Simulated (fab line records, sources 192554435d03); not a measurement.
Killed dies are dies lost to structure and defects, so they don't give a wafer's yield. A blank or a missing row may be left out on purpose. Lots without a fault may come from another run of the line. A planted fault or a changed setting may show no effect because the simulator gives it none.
Chamber matching | flow n5_finfet | N5_MOL_CONTACT_COAG_ETCH_124 on rie_diel-06: 4 sister chambers
The step etches SiNx in CH3F/O2, stops on SiOC, target depth 6.5 nm. 16 wafers are shown with their chamber, then 8 later ones without.

WAFERS WITH THEIR CHAMBER
wafer  | chamber | showerhead_plenum_p_Torr (Torr) | throttle_valve_pct (%) | oes_product_au (a.u.)
L079.2 | 1       | 2.13                            | 16.14                  | 0.79
L079.3 | 2       | 2.05                            | 16.51                  | 0.60
L079.5 | 1       | 2.13                            | 16.13                  | 0.81
L081.1 | 2       | 2.05                            | 16.54                  | 0.60
L081.4 | 3       | 2.15                            | 16.46                  | 0.81
L081.6 | 1       | 2.13                            | 16.14                  | 0.79
L087.1 | 1       | 2.13                            | 16.15                  | 0.77
L087.4 | 3       | 2.14                            | 16.48                  | 0.80
L087.5 | 1       | 2.13                            | 16.14                  | 0.77
L089.2 | 3       | 2.14                            | 16.49                  | 0.78
L089.3 | 0       | 2.03                            | 16.12                  | 0.77
L089.5 | 3       | 2.14                            | 16.49                  | 0.79
L091.1 | 1       | 2.12                            | 16.17                  | 0.76
L091.4 | 0       | 2.03                            | 16.13                  | 0.77
L091.6 | 3       | 2.14                            | 16.51                  | 0.78
L093.1 | 1       | 2.12                            | 16.18                  | 0.75

SIGNATURES (means of the wafers above)
reading                  | chamber 0 | chamber 1 | chamber 2 | chamber 3 | scatter within a chamber
showerhead_plenum_p_Torr | 2.0300    | 2.1271    | 2.0500    | 2.1420    | 0.00431
throttle_valve_pct       | 16.1250   | 16.1500   | 16.5250   | 16.4860   | 0.0178
oes_product_au           | 0.7700    | 0.7771    | 0.6000    | 0.7920    | 0.0164
Rule: a wafer's distance from a chamber is the root of the sum, over the readings, of the square of ((its reading less the chamber's mean) divided by the reading's scatter). The wafer belongs to the nearest chamber; if the next one is less than 2 further off, it can't be placed. The scatter: the root of (the sum of the squares of (reading less its chamber's mean) over the shown wafers, divided by (wafers less chambers)).

WAFERS WITHOUT THEIR CHAMBER
wafer  | showerhead_plenum_p_Torr (Torr) | throttle_valve_pct (%) | oes_product_au (a.u.)
L093.3 | 2.03                            | 16.11                  | 0.77
L093.5 | 2.12                            | 16.15                  | 0.75
L095.2 | 2.12                            | 16.17                  | 0.75
L095.4 | 2.12                            | 16.18                  | 0.75
L095.5 | 2.14                            | 16.53                  | 0.76
L096.3 | 2.14                            | 16.53                  | 0.77
L096.4 | 2.02                            | 16.15                  | 0.76
L096.5 | 2.04                            | 16.10                  | 0.84

WHICH CHAMBER EACH WENT THROUGH
wafer  | from the rows above | in truth
L093.3 | 0                   | 0
L093.5 | 1                   | 1
L095.2 | 1                   | 1
L095.4 | 1                   | 1
L095.5 | 3                   | 3
L096.3 | 3                   | 3
L096.4 | 0                   | 0
L096.5 | 0                   | 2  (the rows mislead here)
Placed correctly: 7 of 8. Can't be placed from these rows: 0. Placed wrongly: 1.
